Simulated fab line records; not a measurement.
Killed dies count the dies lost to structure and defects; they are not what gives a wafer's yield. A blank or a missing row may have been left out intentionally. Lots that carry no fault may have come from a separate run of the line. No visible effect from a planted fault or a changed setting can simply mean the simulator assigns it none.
Matching of chambers / flow n5 finfet / rie diel-04 running N5_GATE_CUT_ETCH_58: 4 sister chambers
The step etches SiNx in CH3F/O2, target depth 17 nm, time 128.6 s. 20 wafers are shown with their chamber, then 10 later ones without.

== WAFERS, EACH WITH ITS CHAMBER ==
wafer=L074.1; chamber=0; showerhead plenum p Torr (Torr)=1.92; throttle valve pct (%)=16.06; drypump motor current A (A)=5.4
wafer=L074.2; chamber=3; showerhead plenum p Torr (Torr)=1.87; throttle valve pct (%)=16.03; drypump motor current A (A)=5.7
wafer=L074.3; chamber=2; showerhead plenum p Torr (Torr)=2.09; throttle valve pct (%)=16.74; drypump motor current A (A)=6.0
wafer=L075.1; chamber=3; showerhead plenum p Torr (Torr)=1.87; throttle valve pct (%)=16.04; drypump motor current A (A)=5.6
wafer=L075.4; chamber=1; showerhead plenum p Torr (Torr)=2.09; throttle valve pct (%)=16.16; drypump motor current A (A)=6.1
wafer=L075.6; chamber=3; showerhead plenum p Torr (Torr)=1.87; throttle valve pct (%)=16.04; drypump motor current A (A)=5.6
wafer=L079.1; chamber=0; showerhead plenum p Torr (Torr)=1.92; throttle valve pct (%)=16.08; drypump motor current A (A)=5.4
wafer=L079.2; chamber=1; showerhead plenum p Torr (Torr)=2.09; throttle valve pct (%)=16.18; drypump motor current A (A)=6.1
wafer=L079.3; chamber=3; showerhead plenum p Torr (Torr)=1.87; throttle valve pct (%)=16.07; drypump motor current A (A)=5.6
wafer=L080.2; chamber=2; showerhead plenum p Torr (Torr)=2.09; throttle valve pct (%)=16.78; drypump motor current A (A)=6.1
wafer=L080.4; chamber=0; showerhead plenum p Torr (Torr)=1.91; throttle valve pct (%)=16.06; drypump motor current A (A)=5.4
wafer=L080.5; chamber=2; showerhead plenum p Torr (Torr)=2.09; throttle valve pct (%)=16.78; drypump motor current A (A)=6.0
wafer=L081.2; chamber=1; showerhead plenum p Torr (Torr)=2.09; throttle valve pct (%)=16.19; drypump motor current A (A)=6.2
wafer=L081.3; chamber=2; showerhead plenum p Torr (Torr)=2.09; throttle valve pct (%)=16.77; drypump motor current A (A)=6.1
wafer=L081.5; chamber=2; showerhead plenum p Torr (Torr)=2.09; throttle valve pct (%)=16.78; drypump motor current A (A)=6.0
wafer=L083.1; chamber=0; showerhead plenum p Torr (Torr)=1.91; throttle valve pct (%)=16.09; drypump motor current A (A)=5.4
wafer=L083.3; chamber=1; showerhead plenum p Torr (Torr)=2.09; throttle valve pct (%)=16.19; drypump motor current A (A)=6.2
wafer=L083.4; chamber=2; showerhead plenum p Torr (Torr)=2.08; throttle valve pct (%)=16.79; drypump motor current A (A)=6.1
wafer=L089.2; chamber=1; showerhead plenum p Torr (Torr)=2.08; throttle valve pct (%)=16.21; drypump motor current A (A)=6.2
wafer=L089.4; chamber=2; showerhead plenum p Torr (Torr)=2.08; throttle valve pct (%)=16.79; drypump motor current A (A)=6.1

SIGNATURES (means of the wafers above)
reading=showerhead plenum p Torr; chamber 0=1.9150; chamber 1=2.0880; chamber 2=2.0871; chamber 3=1.8700; scatter within a chamber=0.00449
reading=throttle valve pct; chamber 0=16.0725; chamber 1=16.1860; chamber 2=16.7757; chamber 3=16.0450; scatter within a chamber=0.0171
reading=drypump motor current A; chamber 0=5.400; chamber 1=6.160; chamber 2=6.057; chamber 3=5.625; scatter within a chamber=0.0479
Rule: for each reading, subtract the chamber's mean from the wafer's reading, divide by that reading's scatter and square the result; add these up over the readings and take the root, which gives the wafer's distance from the chamber. The wafer belongs to the nearest chamber; if the next one is less than 2 further off, it can't be placed. How the scatter is found: for the shown wafers, subtract from each reading the mean of its chamber, square and add these, divide the total by (wafers less chambers), then take the root.

== WAFERS WHOSE CHAMBER IS MISSING ==
wafer=L089.5; showerhead plenum p Torr (Torr)=1.91; throttle valve pct (%)=16.12; drypump motor current A (A)=5.4
wafer=L090.1; showerhead plenum p Torr (Torr)=2.08; throttle valve pct (%)=16.80; drypump motor current A (A)=6.1
wafer=L090.2; showerhead plenum p Torr (Torr)=1.91; throttle valve pct (%)=16.10; drypump motor current A (A)=5.4
wafer=L090.3; showerhead plenum p Torr (Torr)=1.86; throttle valve pct (%)=16.09; drypump motor current A (A)=5.7
wafer=L094.2; showerhead plenum p Torr (Torr)=1.86; throttle valve pct (%)=16.09; drypump motor current A (A)=5.6
wafer=L094.3; showerhead plenum p Torr (Torr)=1.90; throttle valve pct (%)=16.12; drypump motor current A (A)=5.4
wafer=L094.5; showerhead plenum p Torr (Torr)=1.86; throttle valve pct (%)=16.09; drypump motor current A (A)=5.6
wafer=L096.1; showerhead plenum p Torr (Torr)=1.86; throttle valve pct (%)=16.11; drypump motor current A (A)=5.6
wafer=L096.4; showerhead plenum p Torr (Torr)=1.90; throttle valve pct (%)=16.11; drypump motor current A (A)=5.4
wafer=L096.6; showerhead plenum p Torr (Torr)=1.90; throttle valve pct (%)=16.13; drypump motor current A (A)=5.4

== CHAMBER TAKEN BY EACH ==
wafer=L089.5; from the rows above=0; in truth=0
wafer=L090.1; from the rows above=2; in truth=2
wafer=L090.2; from the rows above=0; in truth=0
wafer=L090.3; from the rows above=3; in truth=3
wafer=L094.2; from the rows above=3; in truth=3
wafer=L094.3; from the rows above=0; in truth=0
wafer=L094.5; from the rows above=3; in truth=3
wafer=L096.1; from the rows above=3; in truth=3
wafer=L096.4; from the rows above=0; in truth=0
wafer=L096.6; from the rows above=0; in truth=0
Correct placement for 10 of the 10. Can't be placed from these rows: 0. Placed wrongly: 0.
